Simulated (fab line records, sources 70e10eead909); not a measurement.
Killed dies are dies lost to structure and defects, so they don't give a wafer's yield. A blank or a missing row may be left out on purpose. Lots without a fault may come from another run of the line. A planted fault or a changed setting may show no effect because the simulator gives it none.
Which tool did it? | flow nand_harc | 15 lots, 45 wafers sampled, at 4 steps of a route of 1159

WHAT THE GAUGES READ, wafer by wafer
NHARC_P_STI_INSPECT_25.
lot  | measured    | on                | raw_defect_count
L354 | day 3 13:23 | defect_inspect-02 | 167 196 140
L353 | day 3 13:23 | defect_inspect-01 | 140 251 265
L356 | day 4 07:34 | defect_inspect-02 | 202 250 249
L357 | day 4 16:13 | defect_inspect-02 | 236 217 109
L358 | day 5 01:35 | defect_inspect-02 | 113 118 109
L359 | day 5 01:35 | defect_inspect-01 | 92 193 121
L360 | day 5 14:34 | defect_inspect-01 | 133 116 180
L361 | day 5 14:34 | defect_inspect-02 | 201 274 169
L363 | day 6 09:18 | defect_inspect-01 | 366 253 190
L365 | day 6 23:25 | defect_inspect-02 | 339 217 254
L364 | day 6 23:27 | defect_inspect-02 | 217 311 193
L366 | day 6 23:27 | defect_inspect-01 | 252 239 138
L367 | day 7 06:38 | defect_inspect-01 | 92 130 108
L368 | day 7 14:11 | defect_inspect-01 | 161 347 267
L376 | day 9 10:44 | defect_inspect-02 | 118 139 185

NHARC_P_CONTACT_OVL_MEAS_13.
lot  | measured     | on         | overlay_x_nm (nm) | overlay_y_nm (nm)
L354 | day 5 11:19  | overlay-02 | 0.0 -0.6 -0.3     | 0.2 0.7 -0.2
L353 | day 5 13:13  | overlay-02 | 0.6 0.4 0.6       | 0.3 0.8 0.5
L356 | day 6 01:49  | overlay-02 | -0.5 -0.5 -0.5    | 0.3 0.9 0.6
L357 | day 6 10:50  | overlay-02 | -0.2 -0.2 -0.7    | 0.7 1.6 1.1
L358 | day 7 04:01  | overlay-02 | 1.9 0.8 1.5       | 0.9 -0.1 0.4
L359 | day 7 05:55  | overlay-02 | -0.4 -0.7 -0.6    | -0.1 1.1 0.5
L360 | day 7 19:27  | overlay-02 | 0.4 0.2 0.5       | 0.3 1.0 0.5
L361 | day 7 17:08  | overlay-02 | -1.1 -1.5 -0.9    | -0.5 -0.3 -0.4
L363 | day 8 07:56  | overlay-02 | 0.5 0.7 1.1       | -0.5 -0.3 -0.4
L365 | day 8 21:44  | overlay-02 | 0.2 0.0 0.0       | -1.3 -1.1 -0.9
L364 | day 8 20:51  | overlay-01 | -0.3 0.5 -0.2     | -0.3 -0.2 0.5
L376 | day 11 06:10 | overlay-02 | -0.5 -0.2 -0.6    | -0.2 -0.1 0.6

WHICH TOOL RAN EACH LOT (tool, then ch and the chambers of the sampled wafers, then the start)
lot  | NHARC_P_GATE_STRIP_108             | NHARC_P_GATE_PEB_44
L354 | rie_diel-01 ch 0,1,2, day 4 15:55  | litho_track-07 ch 0, day 5 02:52
L353 | rie_diel-03 ch 1,2, day 4 16:25    | litho_track-05 ch 0, day 5 03:22
L356 | rie_diel-03 ch 1,2, day 5 06:45    | litho_track-05 ch 0, day 5 17:46
L357 | rie_diel-01 ch 1,3, day 5 15:28    | litho_track-05 ch 0, day 6 02:35
L358 | rie_diel-03 ch 0,1,2, day 6 08:32  | litho_track-07 ch 0, day 6 19:31
L359 | rie_diel-01 ch 1,2,3, day 6 08:36  | litho_track-05 ch 0, day 6 21:38
L360 | rie_diel-03 ch 0,2, day 6 21:58    | litho_track-02 ch 0, day 7 11:15
L361 | rie_diel-03 ch 0,1,3, day 6 21:18  | litho_track-05 ch 0, day 7 08:26
L363 | rie_diel-04 ch 0,3, day 7 12:40    | litho_track-07 ch 0, day 7 23:40
L365 | rie_diel-03 ch 1,3, day 8 01:21    | litho_track-07 ch 0, day 8 12:28
L364 | rie_diel-03 ch 1,2,3, day 8 01:04  | litho_track-07 ch 0, day 8 12:08
L366 | rie_diel-01 ch 1,2,3, day 8 02:28  | litho_track-07, day 8 13:29
L367 | rie_diel-01 ch 0,1,2, day 8 08:34  | litho_track-05, day 8 19:34
L368 | rie_diel-03 ch 0,2, day 8 17:02    | litho_track-02, day 9 04:02
L376 | rie_diel-04 ch 0,2,3, day 10 10:41 | litho_track-07 ch 0, day 10 21:48
- NHARC_P_GATE_STRIP_108: strips in O2.
- NHARC_P_GATE_PEB_44: peb time 85 s.

WHAT THE TOOLS THEMSELVES READ (means of the sampled wafers that have a number; where no wafer has one, the mark that the record gives instead)
NHARC_P_GATE_STRIP_108.
lot  | tool        | drypump_motor_current_A (A) | oes_product_au (a.u.) | rf_vpp_V (V) | showerhead_plenum_p_Torr (Torr) | throttle_valve_pct (%)
L354 | rie_diel-01 | 5.8                         | 0.994                 | 58.1         | 3.52                            | 17.037
L353 | rie_diel-03 | 5.9                         | 1.019                 | 58.1         | 3.42                            | 17.030
L356 | rie_diel-03 | 5.7                         | 1.019                 | 57.1         | 3.53                            | 17.031
L357 | rie_diel-01 | 5.1                         | 0.990                 | 56.6         | 3.34                            | 17.035
L358 | rie_diel-03 | 5.6                         | 1.009                 | 57.2         | 3.47                            | 17.042
L359 | rie_diel-01 | 5.5                         | 0.980                 | 57.3         | 3.42                            | 17.033
L360 | rie_diel-03 | 5.8                         | 1.020                 | 57.4         | 3.36                            | 17.033
L361 | rie_diel-03 | 5.4                         | 0.997                 | 57.4         | 3.49                            | 17.034
L363 | rie_diel-04 | 5.4                         | 0.996                 | 57.9         | 3.64                            | 17.029
L365 | rie_diel-03 | 5.5                         | 0.994                 | 58.4         | 3.54                            | 17.040
L364 | rie_diel-03 | 5.8                         | 1.009                 | 56.9         | 3.43                            | 17.034
L366 | rie_diel-01 | 5.5                         | 1.005                 | 58.1         | 3.59                            | 17.040
L367 | rie_diel-01 | 5.8                         | 1.008                 | 58.1         | 3.68                            | 17.030
L368 | rie_diel-03 | 5.5                         | 1.010                 | 57.8         | 3.42                            | 17.040
L376 | rie_diel-04 | 5.3                         | 0.999                 | 57.8         | 3.59                            | 17.038

NHARC_P_GATE_PEB_44.
lot  | tool           | chill_plate_temp_C (C) | exhaust_pa (Pa)
L354 | litho_track-07 | 23.18                  | 44.2
L353 | litho_track-05 | 22.93                  | 45.8
L356 | litho_track-05 | 22.98                  | 43.6
L357 | litho_track-05 | 23.00                  | 45.0
L358 | litho_track-07 | 22.99                  | 44.6
L359 | litho_track-05 | 22.84                  | 44.2
L360 | litho_track-02 | 22.93                  | 44.6
L361 | litho_track-05 | 22.97                  | 44.0
L363 | litho_track-07 | 22.99                  | 44.9
L365 | litho_track-07 | 22.85                  | 44.5
L364 | litho_track-07 | 22.87                  | 45.4
L366 | litho_track-07 | -                      | -
L367 | litho_track-05 | -                      | -
L368 | litho_track-02 | -                      | -
L376 | litho_track-07 | 23.03                  | 45.5

THE ANSWER, worked out from the rows above alone
Rule: what is usual is taken from the lots themselves. Put in order of their means at a reading, lots are off if they are a third of the lots or fewer, leave a main group of 4 or more, and stand apart from it by a gap of 3 or more times the standard deviation of the main group's means; of several such gaps the widest counts. A main group whose means are all the same, to the digits that the tables above print for the reading, isn't used. A lot without any number at a reading at which 4 lots or more have one is off too. The other lots that the step has rows for count as sound. The gauges are gone through in route order, then the tools' own readings, and for those a lot's mean is taken as printed above. The first step at which some lot is off is used, and at that step the reading that is off furthest; a lot without a number counts as furthest.
Off: L366, L367, L368, at NHARC_P_GATE_PEB_44 (chill_plate_temp_C). Without a number there: L366, L367, L368. The main group: mean 22.96 C, standard deviation 0.088.
A tool fits if, at that step or a process step before it, it ran every lot that is off, and no sound lot after the first of them. None of those tried fits.

WHAT THE SIMULATOR HAD PUT IN
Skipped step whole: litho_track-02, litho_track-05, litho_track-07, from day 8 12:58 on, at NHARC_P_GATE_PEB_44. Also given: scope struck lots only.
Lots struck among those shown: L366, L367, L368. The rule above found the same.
